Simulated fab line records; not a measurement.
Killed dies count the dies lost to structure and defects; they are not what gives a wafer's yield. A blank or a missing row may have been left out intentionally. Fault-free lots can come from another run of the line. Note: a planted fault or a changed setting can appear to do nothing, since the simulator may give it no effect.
fab line records	flow nand-harc
[record] lots = 11	wafers = 32	last-day = 24
route steps=1159 shown P_M2@344 P_BONDPAD@369 END@1159
lots untouched by any fault: they come from a run of this same line in which no faults occurred
start-h: hours from the record's opening day to when the first of the lot's shown wafers began	wait-h: hours since the lot's step before	" the same as in the row above	L1.1+2: several wafers, shown together as one row	- value missing, or start not given	* or withheld: withheld	< > ~ a bound
route shown NAME@n: names a module that has steps shown in the file, with the first one's number in the route	usual: mean/standard deviation taken from wafers without a fault	same: alike in all rows	chamber/n: place in a boat	sites: readings site by site	_std_site: standard deviation across them	_edge_site: mean of outer sites minus mean of inner sites	radius-mm: how far each site lies from the wafer's centre	mask NAME#n: copy n	behind: the most recent tool/chamber to have shaped the wafer	hold: what put the lot on hold/how long, in hours/how the hold closed	device: the transistor (n, p or np) that didn't switch	end of line: tests run on the same wafers once the route is complete	step lacking rows: just its recipe	killed: dies lost to structure and defects at the first sort, not the wafer's yield	map: dies across one wafer; x = killed, . = not, _ = none there
set.NAME: the setting as run; set.NAME@STEP: as run at that earlier step	model.NAME: the simulator's own value behind a step, which no gauge read
route steps across a sampled set of lots; one table per step, one row per wafer
services: when a tool's chamber went out of use (start-h, in hours from the record's first day, below 0 if earlier), for how many hours, and the reason
[[steps]]
[step NHARC_P_M2_CMP_23]
[recipe] t-overpolish-s = 20	target-thk-nm = 144.3
[usual] motor-current-A = 11.9/1.2	slurry-filter-dp-kPa = 13.49/0.14	time-to-endpoint-s = 28.8/2.3
lot.wafer	tool	chamber	start-h	wait-h	motor-current-A	slurry-filter-dp-kPa	time-to-endpoint-s
L776.4	cmp-01	0	129.26	-	11.7	13.63	31.5
L776.1	"	3	"	"	10.8	13.58	29.3
L776.6	"	1	"	"	11.1	13.57	29.6
L777.4	cmp-02	3	142.66	-	13.4	13.25	27.6
L777.6	"	3	"	"	12.9	13.31	26.8
L777.5	"	0	"	"	12.6	13.83	28.8
L778.1	cmp-01	0	142.98	-	12.9	13.34	30.2
L778.3	"	1	"	"	11.1	13.31	28.5
L778.6	"	2	"	"	10.0	13.62	28.4
L779.1	cmp-01	2	144.33	-	10.3	13.53	27.3
L779.3	"	0	"	"	13.1	13.43	29.8
L779.6	"	1	"	"	10.5	13.57	27.7
L782.1	cmp-01	0	160.39	-	12.6	13.25	32.0
L782.5	"	3	"	"	11.7	13.36	27.4
L782.6	"	0	"	"	11.4	13.61	30.4
L783.1	cmp-01	1	167.29	-	10.8	13.75	32.3
L783.6	"	1	"	"	11.5	13.66	31.3
L785.3	cmp-04	0	177.48	-	11.7	13.43	30.0
L785.4	"	1	"	"	14.3	13.24	30.7
L785.5	"	0	"	"	11.5	13.70	31.4
L796.3	cmp-04	2	247.21	-	12.4	13.21	30.8
L796.6	"	0	"	"	12.7	13.70	28.8
L796.5	"	1	"	"	14.0	13.33	30.1
L797.3	cmp-04	0	251.95	-	11.3	13.36	27.0
L797.2	"	1	"	"	15.1	13.59	30.0
L797.5	"	3	"	"	11.2	13.42	26.9
L799.1	cmp-01	0	256.83	-	12.9	13.80	31.3
L799.4	"	3	"	"	11.4	13.56	30.2
L799.6	"	0	"	"	12.7	13.41	31.8
L798.4	cmp-01	2	257.70	-	10.9	13.49	28.2
L798.2	"	3	"	"	10.2	13.50	28.1
L798.1	"	0	"	"	12.9	13.21	29.0
[step NHARC_P_BONDPAD_ETCH_12]
[recipe] target-depth-a = 2000	time-s = 100	chf3-flow-sccm = 50	o2-flow-sccm = 10	ar-flow-sccm = 200	rf-w = 500	bias-w = 200	chemistry = CHF3/O2
[usual] drypump-motor-current-A = 5.6/0.53	mfc-ar-sccm = 200.1/0.6	oes-product-au = 0.935/0.021	rf-vpp-V = 372.4/2.3	showerhead-plenum-p-Torr = 2.49/0.1	throttle-valve-pct = 20.573/0.0087
lot.wafer	tool	chamber	start-h	wait-h	drypump-motor-current-A	mfc-ar-sccm	oes-product-au	rf-hours-counter-h	rf-vpp-V	showerhead-plenum-p-Torr	throttle-valve-pct
L776.4	rie-diel-13	0	131.78	-	5.4	199.7	0.967	2	373.2	2.56	20.575
L776.1	"	2	"	"	6.6	199.8	0.958	2	373.4	2.55	20.565
L776.6	"	0	"	"	5.4	199.2	0.966	-	373.8	2.56	20.569
L777.5	rie-diel-13	1	145.37	-	5.5	200.0	0.927	-	374.7	2.56	20.571
L777.4	"	3	"	"	5.1	199.1	0.920	-	368.3	2.34	20.566
L777.6	"	0	"	"	5.4	200.9	0.921	-	376.0	2.56	20.570
L778.1	rie-diel-13	3	145.66	-	5.1	199.0	0.964	4	370.1	2.34	20.570
L778.3	"	0	"	"	5.4	199.9	0.973	4	374.3	2.56	20.571
L778.6	"	0	"	"	5.4	200.3	0.968	-	373.0	2.56	20.585
L779.3	rie-diel-07	3	146.96	-	5.8	199.8	0.928	29	367.5	2.28	20.567
L779.1	"	0	"	"	4.7	200.7	0.922	28	368.3	2.25	20.566
L779.6	"	1	"	"	4.8	200.0	0.923	-	372.1	2.46	20.566
L782.1	rie-diel-13	3	163.27	-	5.1	200.6	0.932	5	368.7	2.34	20.569
L782.6	"	2	"	"	6.6	200.4	0.928	-	373.9	2.54	20.584
L782.5	"	3	"	"	5.1	200.6	0.935	-	369.4	2.34	20.586
L783.1	rie-diel-13	1	169.79	-	5.5	200.1	0.916	6	373.5	2.56	20.572
L783.6	"	1	"	"	5.5	199.9	0.926	-	373.7	2.56	20.568
L785.3	rie-diel-13	0	180.14	-	5.5	199.4	0.847	7	373.7	2.55	20.579
L785.4	"	1	"	"	5.5	199.8	0.852	7	373.2	2.56	20.563
L785.5	"	3	"	"	5.1	200.2	0.923	-	370.1	2.34	20.569
L796.3	rie-diel-13	1	249.81	-	5.5	200.4	0.988	15	372.2	2.56	20.568
L796.5	"	2	"	"	6.6	199.4	0.960	-	372.7	2.54	20.549
L796.6	"	3	"	"	5.1	199.4	0.951	-	369.0	2.34	20.554
L797.2	rie-diel-13	2	254.62	-	6.5	199.9	0.912	15	371.6	2.54	20.568
L797.3	"	3	"	"	5.1	200.2	0.916	12	369.1	2.34	20.581
L797.5	"	2	"	"	6.5	200.4	0.916	-	373.0	2.54	20.574
L799.1	rie-diel-02	1	259.69	-	5.2	200.9	0.927	36	372.5	2.47	20.565
L799.4	"	0	"	"	5.7	200.8	0.912	-	374.3	2.58	20.581
L799.6	"	3	"	"	5.4	200.8	0.919	-	367.5	2.24	20.573
L798.2	rie-diel-13	2	260.31	-	6.5	201.3	0.933	16	372.6	2.54	20.589
L798.4	"	3	"	"	5.1	199.8	0.947	13	369.5	2.34	20.571
L798.1	"	1	"	"	5.5	199.7	0.935	17	374.1	2.56	20.573
[step NHARC_P_BONDPAD_CD_MEAS_13]
[usual] cd-nm = 498.9/1.4
lot.wafer	tool	chamber	start-h	wait-h	cd-nm
L776.1	cd-sem-03	-	131.91	-	499.0
L776.4	"	-	"	"	498.8
L776.6	"	-	"	"	496.9
L777.4	cd-sem-01	-	145.49	-	500.3
L777.5	"	-	"	"	499.3
L777.6	"	-	"	"	499.3
L778.1	cd-sem-01	-	145.81	-	499.7
L778.3	"	-	"	"	499.5
L778.6	"	-	"	"	499.3
L779.1	cd-sem-01	-	147.08	-	500.1
L779.3	"	-	"	"	497.9
L779.6	"	-	"	"	499.0
L782.1	cd-sem-01	-	163.40	-	497.4
L782.5	"	-	"	"	498.1
L782.6	"	-	"	"	496.5
L783.1	cd-sem-03	-	169.92	-	498.2
L783.6	"	-	"	"	497.3
L785.3	cd-sem-02	-	180.27	-	497.5
L785.4	"	-	"	"	497.4
L785.5	"	-	"	"	498.9
L796.3	cd-sem-03	-	249.92	-	498.6
L796.5	"	-	"	"	498.1
L796.6	"	-	"	"	498.1
L797.2	cd-sem-02	-	254.77	-	499.9
L797.3	"	-	"	"	496.4
L797.5	"	-	"	"	498.4
L799.1	cd-sem-02	-	259.83	-	497.9
L799.4	"	-	"	"	500.4
L799.6	"	-	"	"	498.5
L798.1	cd-sem-02	-	260.45	-	500.9
L798.2	"	-	"	"	499.8
L798.4	"	-	"	"	498.8
[step NHARC_P_BONDPAD_PRE_CLEAN_26]
[recipe] time-s = 30	temp-c = 280	gas = H2/He
[usual] heater-power-w = 409/50
lot.wafer	tool	chamber	start-h	wait-h	heater-power-w
L776.1	pvd-sputter-03	-	-	-	378
L776.4	"	-	"	"	356
L776.6	"	-	"	"	366
L777.4	pvd-sputter-03	-	-	-	362
L777.5	"	-	"	"	498
L777.6	"	-	"	"	372
L778.3	pvd-sputter-01	-	-	-	479
L778.1	"	-	"	"	375
L778.6	"	-	"	"	364
L779.3	pvd-sputter-03	-	-	-	359
L779.1	"	-	"	"	375
L779.6	"	-	"	"	494
L782.1	pvd-sputter-02	-	-	-	457
L782.6	"	-	"	"	456
L782.5	"	-	"	"	348
L783.1	pvd-sputter-02	-	-	-	429
L783.6	"	-	"	"	442
L785.4	pvd-sputter-03	-	-	-	357
L785.3	"	-	"	"	381
L785.5	"	-	"	"	363
L796.3	pvd-sputter-01	-	-	-	388
L796.6	"	-	"	"	397
L796.5	"	-	"	"	400
L797.2	pvd-sputter-02	-	-	-	426
L797.3	"	-	"	"	439
L797.5	"	-	"	"	443
L799.1	pvd-sputter-03	-	-	-	381
L799.4	"	-	"	"	502
L799.6	"	-	"	"	367
L798.2	pvd-sputter-03	-	-	-	372
L798.1	"	-	"	"	380
L798.4	"	-	"	"	357
[step NHARC_END_SORT_01]
[recipe] temp-c = 25
[usual] defect-limited-yield = 95.7/1.5	killed-at-array = 26/9.9	killed-at-other = 0.8/1	killed-at-periphery = 2.8/2.2	killed-dies = 29/9.9	killed-open = 3.2/1.8	killed-short = 2.1/1.4	sort_bin_2_pct = 1.3/0.54	sort_bin_3_pct = 0.23/0.2	sort_bin_4_pct = 2.8/1	sort-n-pass = 648/9.9	sort-rim-yield-pct = 95/3.5	sort-yield-pct = 95.7/1.5
[same] gross-dies = 677	sort_bin_5_pct[%] = 0	sort_bin_6_pct[%] = 0	sort_bin_7_pct[%] = 0	sort_bin_8_pct[%] = 0	sort-rim-n-gross = 106.00
lot.wafer	tool	chamber	start-h	wait-h	defect-limited-yield[%]	killed-at-array	killed-at-other	killed-at-periphery	killed-dies	killed-open	killed-short	sort_bin_2_pct[%]	sort_bin_3_pct[%]	sort_bin_4_pct[%]	sort-n-pass	sort-rim-yield-pct[%]	sort-yield-pct[%]
L776.1	prober-02	0	440.91	2.5	96.0	23	1	3	27	1	2	1.5	0.44	2.1	650	95	96.0
L776.4	prober-02	0	443.33	3.4	93.5	34	0	10	44	3	4	1.6	0.44	4.4	633	95	93.5
L776.6	prober-02	0	444.94	4.0	95.7	24	0	5	29	1	1	1.2	0.30	2.8	648	92	95.7
L779.1	prober-01	0	451.70	2.5	98.5	9	0	1	10	0	3	0.6	0.15	0.7	667	98	98.5
L779.3	prober-01	0	453.34	3.1	98.5	10	0	0	10	1	1	0.4	0.30	0.7	667	100	98.5
L779.6	prober-01	0	455.79	4.1	97.8	13	0	2	15	4	3	0.9	0	1.3	662	99	97.8
L777.4	prober-02	0	461.89	3.4	94.7	33	0	3	36	7	4	1.5	0.15	3.7	641	96	94.7
L777.5	prober-02	0	462.69	3.7	94.8	32	0	3	35	5	2	1.6	0.44	3.1	642	93	94.8
L777.6	prober-02	0	463.49	4.0	94.5	31	0	6	37	4	2	1.8	0.44	3.2	640	95	94.5
L778.1	prober-02	0	471.42	2.5	96.3	24	1	0	25	2	1	1.3	0	2.4	652	97	96.3
L778.3	prober-02	0	473.03	3.1	94.8	31	0	4	35	6	2	1.3	0.30	3.5	642	99	94.8
L778.6	prober-02	0	475.44	4.0	95.9	25	0	3	28	4	0	1.3	0	2.8	649	95	95.9
L783.1	prober-02	0	480.93	2.5	93.9	39	0	2	41	6	1	1.8	0.15	4.1	636	86	93.9
L783.6	prober-02	0	484.90	4.0	93.5	43	1	0	44	6	1	1.9	0.30	4.3	633	92	93.5
L782.1	prober-01	0	480.99	2.5	96.2	23	1	2	26	5	2	1.0	0	2.8	651	94	96.2
L782.5	prober-01	0	484.19	3.7	97.3	14	1	3	18	3	4	1.3	0.15	1.2	659	97	97.3
L782.6	prober-01	0	484.99	4.0	95.7	27	0	2	29	3	4	1.2	0.15	3.0	648	94	95.7
L785.3	prober-02	0	498.12	3.1	1.5	24	0	643	667	4	3	96.0	0.30	2.2	10	6	1.5
L785.4	prober-02	0	498.94	3.4	0.3	16	1	658	675	2	3	98.4	0.15	1.2	2	1	0.3
L785.5	prober-02	0	499.75	3.7	97.2	17	2	0	19	1	0	1.0	0.15	1.6	658	99	97.2
L799.1	prober-02	0	559.45	2.5	95.4	20	3	8	31	3	0	1.5	0.44	2.7	646	96	95.4
L799.4	prober-02	0	561.86	3.4	95.4	26	2	3	31	3	1	1.2	0.30	3.1	646	93	95.4
L799.6	prober-02	0	563.46	4.0	96.2	20	1	5	26	0	2	1.5	0.44	1.9	651	95	96.2
L796.3	prober-01	0	567.41	3.1	93.5	41	0	3	44	5	2	2.1	0.44	4.0	633	86	93.5
L796.5	prober-01	0	569.02	3.7	92.6	49	1	0	50	3	3	2.1	0.74	4.6	627	81	92.6
L796.6	prober-01	0	569.82	4.0	93.2	44	0	2	46	0	3	2.5	0	4.3	631	92	93.2
L797.2	prober-02	0	568.06	2.8	94.7	33	1	2	36	1	3	0.9	0.59	3.8	641	93	94.7
L797.3	prober-02	0	568.84	3.1	93.9	39	2	0	41	1	1	1.9	0.44	3.7	636	99	93.9
L797.5	prober-02	0	570.42	3.6	93.9	35	3	3	41	2	2	1.0	0.74	4.3	636	99	93.9
L798.1	prober-01	0	573.59	2.5	97.3	13	2	3	18	2	1	0.4	0	2.2	659	97	97.3
L798.2	prober-01	0	574.38	2.8	96.9	15	0	6	21	1	3	1.2	0.15	1.8	656	99	96.9
L798.4	prober-01	0	575.97	3.4	96.6	18	0	5	23	3	1	1.3	0	2.1	654	95	96.6
// killed by level:class
L776.1 A_SLIT:chamber-film-flake=11 A_CHANNEL_HOLE_D1:chamber-film-flake=6 P_STI:chamber-film-flake=2 A_STAIRCASE:chamber-film-flake=2 A_CHANNEL_FILL_D1:geometric-particle:short=1 A_M0:geometric-particle:open=1 P_M1:chamber-film-flake=1 STARTING-WAFER:geometric-particle:short=1
L776.4 A_SLIT:chamber-film-flake=16 A_CHANNEL_HOLE_D1:chamber-film-flake=10 P_M1:chamber-film-flake=6 P_M0:geometric-particle:open=3 A_ZERO_WELL:chamber-film-flake=2 A_STAIRCASE:chamber-film-flake=2 P_M0:geometric-particle:short=1 A_ONON_D1:geometric-particle:short=1
L776.6 A_CHANNEL_HOLE_D1:chamber-film-flake=8 P_M1:chamber-film-flake=5 A_CONTACT:chamber-film-flake=5 A_SLIT:chamber-film-flake=4 A_ZERO_WELL:chamber-film-flake=2 A_BONDPAD:chamber-film-flake=2 A_CONTACT:geometric-particle:short=1 A_CONTACT:geometric-particle:open=1
L779.1 A_CONTACT:chamber-film-flake=3 A_CHANNEL_HOLE_D1:chamber-film-flake=2 P_GATE:geometric-particle:short=1 A_ONON_D1:geometric-particle:short=1 A_CHANNEL_FILL_D1:geometric-particle:short=1 A_SLIT:chamber-film-flake=1 A_WL_FILL:chamber-film-flake=1
L779.3 A_CHANNEL_HOLE_D1:chamber-film-flake=2 A_CHANNEL_FILL_D1:chamber-film-flake=2 A_CONTACT:chamber-film-flake=2 A_WL_FILL:geometric-particle:short=1 A_CONTACT:geometric-particle:open=1 A_SLIT:chamber-film-flake=1 A_WL_FILL:chamber-film-flake=1
L779.6 P_M0:geometric-particle:open=2 A_CHANNEL_HOLE_D1:chamber-film-flake=2 A_CONTACT:chamber-film-flake=2 A_SOURCE_PLATE:geometric-particle:short=1 A_CHANNEL_FILL_D1:geometric-particle:open=1 A_CHANNEL_FILL_D1:geometric-particle:short=1 A_M1:geometric-particle:open=1 A_M1:geometric-particle:short=1
L777.4 A_CHANNEL_HOLE_D1:chamber-film-flake=11 A_SLIT:chamber-film-flake=9 A_WL_FILL:geometric-particle:open=3 A_STAIRCASE:chamber-film-flake=3 A_CONTACT:geometric-particle:short=2 P_M0:geometric-particle:short=1 P_M2:geometric-particle:open=1 A_ONON_D1:geometric-particle:open=1
L777.5 A_CHANNEL_HOLE_D1:chamber-film-flake=10 A_SLIT:chamber-film-flake=8 A_STAIRCASE:chamber-film-flake=3 A_CONTACT:chamber-film-flake=3 A_WL_FILL:geometric-particle:short=2 A_CONTACT:geometric-particle:open=2 P_CONTACT:geometric-particle:open=1 A_WL_FILL:geometric-particle:open=1
L777.6 A_CHANNEL_HOLE_D1:chamber-film-flake=13 A_SLIT:chamber-film-flake=10 P_GATE:chamber-film-flake=2 A_ZERO_WELL:chamber-film-flake=2 A_STAIRCASE:chamber-film-flake=2 P_GATE:geometric-particle:open=1 P_CONTACT:geometric-particle:short=1 P_M0:geometric-particle:open=1
L778.1 A_SLIT:chamber-film-flake=8 A_STAIRCASE:chamber-film-flake=5 A_CONTACT:chamber-film-flake=4 A_BONDPAD:chamber-film-flake=3 A_ONON_D1:geometric-particle:open=1 A_CONTACT:geometric-particle:short=1 A_M0:geometric-particle:open=1 A_CHANNEL_HOLE_D1:chamber-film-flake=1
L778.3 A_SLIT:chamber-film-flake=11 A_BONDPAD:chamber-film-flake=5 A_STAIRCASE:chamber-film-flake=3 A_CONTACT:geometric-particle:open=2 P_GATE:chamber-film-flake=2 A_CHANNEL_HOLE_D1:chamber-film-flake=2 A_CONTACT:chamber-film-flake=2 P_GATE:geometric-particle:open=1
L778.6 A_SLIT:chamber-film-flake=9 A_CHANNEL_HOLE_D1:chamber-film-flake=3 A_CONTACT:chamber-film-flake=3 A_M1:chamber-film-flake=3 P_GATE:chamber-film-flake=2 A_BONDPAD:chamber-film-flake=2 P_M0:geometric-particle:open=1 A_ONON_D1:geometric-particle:open=1
L783.1 A_CHANNEL_HOLE_D1:chamber-film-flake=17 A_SLIT:chamber-film-flake=11 A_STAIRCASE:chamber-film-flake=3 A_WL_FILL:geometric-particle:open=2 A_CONTACT:chamber-film-flake=2 P_CONTACT:geometric-particle:open=1 P_M0:geometric-particle:open=1 A_ONON_D1:geometric-particle:short=1
L782.1 A_CHANNEL_HOLE_D1:chamber-film-flake=12 A_CONTACT:chamber-film-flake=4 P_CONTACT:geometric-particle:open=2 A_STAIRCASE:chamber-film-flake=2 A_ONON_D1:geometric-particle:open=1 A_CONTACT:geometric-particle:short=1 A_CONTACT:geometric-particle:open=1 A_M0:geometric-particle:open=1
L782.5 A_CHANNEL_HOLE_D1:chamber-film-flake=8 A_CONTACT:chamber-film-flake=2 P_STI:geometric-particle:short=1 P_CONTACT:geometric-particle:short=1 P_CONTACT:geometric-particle:open=1 A_CHANNEL_FILL_D1:geometric-particle:short=1 A_BLC:geometric-particle:short=1 A_M0:geometric-particle:open=1
L783.6 A_SLIT:chamber-film-flake=16 A_CHANNEL_HOLE_D1:chamber-film-flake=12 A_CONTACT:chamber-film-flake=4 A_CONTACT:geometric-particle:open=3 A_STAIRCASE:chamber-film-flake=3 A_CHANNEL_FILL_D1:geometric-particle:open=2 A_CHANNEL_FILL_D1:geometric-particle:short=1 A_M1:geometric-particle:open=1
L782.6 A_CHANNEL_HOLE_D1:chamber-film-flake=8 A_STAIRCASE:chamber-film-flake=6 A_CONTACT:chamber-film-flake=6 A_CHANNEL_FILL_D1:geometric-particle:short=2 P_M0:geometric-particle:short=1 A_CHANNEL_FILL_D1:geometric-particle:open=1 A_SGD_CUT:geometric-particle:short=1 A_WL_FILL:geometric-particle:open=1
L785.3 P_BONDPAD:area-etch=642 A_CONTACT:chamber-film-flake=8 A_CONTACT:geometric-particle:open=3 A_CHANNEL_FILL_D1:chamber-film-flake=3 A_STAIRCASE:chamber-film-flake=3 A_SGD_CUT:geometric-particle:short=2 A_CHANNEL_HOLE_D1:chamber-film-flake=2 A_CHANNEL_FILL_D1:geometric-particle:short=1
L785.4 P_BONDPAD:area-etch=657 A_STAIRCASE:chamber-film-flake=4 A_CONTACT:chamber-film-flake=4 A_CHANNEL_FILL_D1:geometric-particle:short=2 A_CHANNEL_FILL_D1:geometric-particle:open=1 A_SGD_CUT:geometric-particle:short=1 A_CONTACT:geometric-particle:open=1 P_GATE:chamber-film-flake=1
L785.5 A_CONTACT:chamber-film-flake=7 A_STAIRCASE:chamber-film-flake=5 A_CHANNEL_HOLE_D1:chamber-film-flake=3 HYBRID_BOND:chamber-film-flake=2 A_BLC:geometric-particle:open=1 A_WL_FILL:chamber-film-flake=1
L799.1 A_CHANNEL_HOLE_D1:chamber-film-flake=15 P_M1:chamber-film-flake=5 A_STAIRCASE:chamber-film-flake=3 THIN_TSV:chamber-film-flake=3 P_GATE:geometric-particle:open=1 P_M0:geometric-particle:open=1 A_CONTACT:geometric-particle:open=1 P_ZERO_WELL:chamber-film-flake=1
L799.4 A_CHANNEL_HOLE_D1:chamber-film-flake=22 THIN_TSV:chamber-film-flake=2 P_CONTACT:geometric-particle:short=1 A_CHANNEL_HOLE_D1:geometric-particle:open=1 A_SGD_CUT:geometric-particle:open=1 A_WL_FILL:geometric-particle:open=1 P_GATE:chamber-film-flake=1 P_M1:chamber-film-flake=1
L799.6 A_CHANNEL_HOLE_D1:chamber-film-flake=15 P_M1:chamber-film-flake=3 A_CONTACT:chamber-film-flake=2 A_ONON_D1:geometric-particle:short=1 A_CHANNEL_FILL_D1:geometric-particle:short=1 P_ZERO_WELL:chamber-film-flake=1 P_GATE:chamber-film-flake=1 A_ZERO_WELL:chamber-film-flake=1
L796.3 A_CHANNEL_HOLE_D1:chamber-film-flake=19 A_SLIT:chamber-film-flake=9 A_WL_FILL:chamber-film-flake=5 A_CONTACT:chamber-film-flake=3 A_CONTACT:geometric-particle:open=2 P_CONTACT:geometric-particle:open=1 P_M0:geometric-particle:open=1 A_ONON_D1:geometric-particle:short=1
L797.2 A_SLIT:chamber-film-flake=20 A_CHANNEL_HOLE_D1:chamber-film-flake=6 P_CONTACT:geometric-particle:short=2 A_STAIRCASE:chamber-film-flake=2 A_WL_FILL:chamber-film-flake=2 A_ONON_D1:geometric-particle:open=1 A_WL_FILL:geometric-particle:short=1 A_CONTACT:chamber-film-flake=1
L797.3 A_SLIT:chamber-film-flake=20 A_CHANNEL_HOLE_D1:chamber-film-flake=10 A_WL_FILL:chamber-film-flake=3 A_STAIRCASE:chamber-film-flake=2 A_CONTACT:chamber-film-flake=2 A_CHANNEL_FILL_D1:geometric-particle:short=1 A_M1:geometric-particle:open=1 HYBRID_BOND:chamber-film-flake=1
L796.5 A_CHANNEL_HOLE_D1:chamber-film-flake=21 A_SLIT:chamber-film-flake=14 A_WL_FILL:chamber-film-flake=4 A_CONTACT:chamber-film-flake=4 A_CHANNEL_FILL_D1:geometric-particle:open=2 A_ONON_D1:geometric-particle:open=1 A_CHANNEL_FILL_D1:geometric-particle:short=1 A_SGD_CUT:geometric-particle:short=1
L796.6 A_SLIT:chamber-film-flake=20 A_CHANNEL_HOLE_D1:chamber-film-flake=14 A_WL_FILL:chamber-film-flake=4 A_CONTACT:chamber-film-flake=4 P_M1:geometric-particle:short=1 A_ONON_D1:geometric-particle:short=1 A_CHANNEL_FILL_D1:geometric-particle:short=1 P_M0:chamber-film-flake=1
L797.5 A_SLIT:chamber-film-flake=22 A_CHANNEL_HOLE_D1:chamber-film-flake=5 A_STAIRCASE:chamber-film-flake=4 THIN_TSV:chamber-film-flake=3 P_GATE:geometric-particle:short=1 P_M0:geometric-particle:open=1 A_ONON_D1:geometric-particle:open=1 A_M1:geometric-particle:short=1
L798.1 A_CHANNEL_HOLE_D1:chamber-film-flake=5 A_STAIRCASE:chamber-film-flake=3 P_M1:chamber-film-flake=2 THIN_TSV:chamber-film-flake=2 A_CONTACT:chamber-film-flake=2 P_CONTACT:geometric-particle:open=1 A_WL_FILL:geometric-particle:short=1 A_CONTACT:geometric-particle:open=1
L798.2 P_M1:chamber-film-flake=5 A_CHANNEL_HOLE_D1:chamber-film-flake=5 A_CONTACT:chamber-film-flake=4 A_STAIRCASE:chamber-film-flake=3 A_WL_FILL:geometric-particle:short=2 P_GATE:geometric-particle:open=1 A_M0:geometric-particle:short=1
L798.4 A_CHANNEL_HOLE_D1:chamber-film-flake=6 P_M1:chamber-film-flake=4 A_STAIRCASE:chamber-film-flake=4 A_CONTACT:chamber-film-flake=4 A_CONTACT:geometric-particle:open=2 P_ZERO_WELL:geometric-particle:short=1 A_M0:geometric-particle:open=1 A_M0:chamber-film-flake=1
[[services]]
tool	chamber	start-h	hours	kind
rie-diel-13	0	108.00	-	clean
rie-diel-13	1	108.00	-	clean
rie-diel-13	2	108.00	-	clean
rie-diel-13	3	108.00	-	clean
cmp-04	-	115.17	2.1	repair
cmp-02	-	128.59	4.0	pm
rie-diel-02	3	129.04	3.0	repair
rie-diel-13	0	132.59	-	clean
rie-diel-13	2	141.59	7.2	repair
cmp-02	-	143.40	5.5	repair
rie-diel-02	-	150.74	9.0	pm
pvd-sputter-02	-	156.62	3.6	repair
cmp-01	-	158.27	0.5	repair
cmp-01	-	179.62	4.0	pm
pvd-sputter-01	-	180.76	0.5	repair
cmp-04	-	203.18	4.0	pm
pvd-sputter-02	-	214.00	10.0	pm
rie-diel-13	3	215.88	16.3	repair
cmp-02	-	226.59	4.0	pm
rie-diel-07	-	228.33	9.0	pm
rie-diel-13	3	240.86	2.9	repair
cmp-02	-	251.05	7.4	repair
rie-diel-02	2	253.28	25.0	repair
rie-diel-13	0	253.61	6.2	repair
[[key]]
[first-sign] step = NHARC_P_BONDPAD_ETCH_12	reading = oes-product-au	direction = down	sigmas = 4.2	usual = 0.935	struck = 0.849
[effect] step = NHARC_END_SORT_01	reading = killed-at-periphery	direction = up	sigmas = 99+	usual = 2.8	struck = 650.5
[more-kills-born-at] NHARC_P_BONDPAD_ETCH_12@rie-diel-13 = 1299
met-at NHARC_P_BONDPAD_ETCH_12
struck-lots L785
struck-wafers L785.3,L785.4
later-rows-left-out L785.3,L785.4
not-acting-at NHARC_P_M2_CMP_23,NHARC_P_BONDPAD_CD_MEAS_13,NHARC_P_BONDPAD_PRE_CLEAN_26
onset-between 163.27 180.14
[fault] kind = process-parameter-drift	tool = rie-diel-13	chamber = -	onset-h = 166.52	steps = NHARC_P_BONDPAD_ETCH_12	channel = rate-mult	offset = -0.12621	shape = step	end-h = 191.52	scope = struck-wafers-only
// later-rows-left-out: the simulator's readings of these wafers behind a module that went badly wrong aren't trusted and aren't shown, but for the sort
